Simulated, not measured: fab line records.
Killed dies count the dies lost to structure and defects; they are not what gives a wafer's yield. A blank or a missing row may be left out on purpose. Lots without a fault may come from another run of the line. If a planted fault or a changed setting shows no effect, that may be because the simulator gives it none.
A struck lot beside a sound one :: flow nand-harc :: 15 steps out of a route of 1302
Sound: the wafers L251.1, L251.3, L251.4. Struck: wafer L257.2 (L257.1, L257.3, from the same lot, were not struck and are left out); the cause is given at the end.
Order at every step that has rows: each side's tool, ch and its chambers, its first start. Under that, the readings that differ: sound wafers :: struck wafers :: difference of the means :: sigmas: that difference in standard deviations of wafers without a fault.
alike: a reading whose means differ by less than 2 such deviations, as well as words and numbers matching on both sides. not compared: withheld readings; readings where some wafer has no value; bounds like >300 that might hide an equal value; numbers whose values overlap and for which the record gives no deviation.
The two part at a step that has a row with sigmas, a row that says differs or no value, or rows on one side only. Numbers that don't overlap but have no deviation are shown without sigmas and don't part them. Lack of a reading on every wafer of one side parts them only where that side has two or more wafers.

first, 8 steps without rows for these wafers: NHARC_A_CHANNEL_HOLE_D1_COAT_36 (time 75 s); NHARC_A_CHANNEL_HOLE_D1_COAT_37 (time 65 s); NHARC_A_CHANNEL_HOLE_D1_COAT_04 (resist thk 90 nm); NHARC_A_CHANNEL_HOLE_D1_SOFTBAKE_05 (time 55 s); NHARC_A_CHANNEL_HOLE_D1_EBR_06; NHARC_A_CHANNEL_HOLE_D1_EXPOSE_07 (exposes mask HOLE D1, target cd 100 nm); NHARC_A_CHANNEL_HOLE_D1_PEB_08 (peb time 65 s); NHARC_A_CHANNEL_HOLE_D1_DEVELOP_09 (develop time 35 s).
NHARC_A_CHANNEL_HOLE_D1_CD_MEAS_10: the cd target is 100 nm.
  sound on cd-sem-01 ch 0, day 10 13:21; struck on cd-sem-02 ch 0, day 12 12:17
  alike: cd-nm
NHARC_A_CHANNEL_HOLE_D1_OVL_MEAS_11:
  struck on overlay-01, day 12 12:22; sound on overlay-02, day 10 13:26
reading: overlay-x-nm (nm)
sound: -0.4 -0.2 -0.7
struck: 2.0
difference: +2.4
sigmas: +3
  alike: overlay-y-nm
NHARC_A_CHANNEL_HOLE_D1_INSPECT_12:
  struck on defect-inspect-02, day 12 12:25; sound on defect-inspect-02, day 10 13:29
  alike: raw-defect-count
NHARC_A_CHANNEL_HOLE_D1_DESCUM_15: chemistry O2, time 3 s.
  sound on rie-diel-13 ch 0,2,3, day 10 13:32; struck on rie-diel-09 ch 2, day 12 12:28
reading: rf-hours-counter-h (h)
sound: 20 21 17
struck: 11
difference: -8
sigmas: 
  alike: drypump-motor-current-A, oes-product-au, rf-vpp-V, showerhead-plenum-p-Torr, throttle-valve-pct
NHARC_A_CHANNEL_HOLE_D1_ETCH_38: etches the open film in CF4, target depth 39 nm, time 65 s.
  sound on rie-diel-13 ch 1,2,3, day 10 13:37; struck on rie-diel-09 ch 0, day 12 12:33
reading: oes-product-au (a.u.)
sound: 1.007 1.001 0.996
struck: 0.862
difference: -0.139
sigmas: -16

reading: rf-hours-counter-h (h)
sound: 20 23 17
struck: 11
difference: -9
sigmas: 
  alike: drypump-motor-current-A, rf-fwd-power-W, rf-vpp-V, showerhead-plenum-p-Torr, throttle-valve-pct
NHARC_A_CHANNEL_HOLE_D1_ETCH_39: etches the open film in N2/H2, target depth 260 nm, time 325 s.
  sound on rie-diel-13 ch 0,2,3; struck on rie-diel-09 ch 3
reading: rf-hours-counter-h (h)
sound: 17 20 21
struck: 11
difference: -8
sigmas: 
  alike: drypump-motor-current-A, h2-flow-sccm, oes-product-au, rf-fwd-power-W, rf-vpp-V, showerhead-plenum-p-Torr, throttle-valve-pct
-- jump in the record: it breaks off in module A_CHANNEL_HOLE_D1 and resumes in module END (first step shown: number 1302 of the route), and 16 days separate the struck wafers' starts before and after --
NHARC_END_SORT_01:
  sound on prober-02 ch 0, day 26 08:29; struck on prober-01 ch 0, day 28 04:56
reading: killed-at-other
sound: 0 2 0
struck: 4
difference: +3
sigmas: +3

reading: killed-at-periphery
sound: 10 8 3
struck: 1
difference: -6
sigmas: -3
  alike: killed-at-array, killed-dies, killed-open, killed-short

## WHERE THEY PART
First at NHARC_A_CHANNEL_HOLE_D1_OVL_MEAS_11; last, within this record, at NHARC_END_SORT_01.

WHY: what the simulator had put in
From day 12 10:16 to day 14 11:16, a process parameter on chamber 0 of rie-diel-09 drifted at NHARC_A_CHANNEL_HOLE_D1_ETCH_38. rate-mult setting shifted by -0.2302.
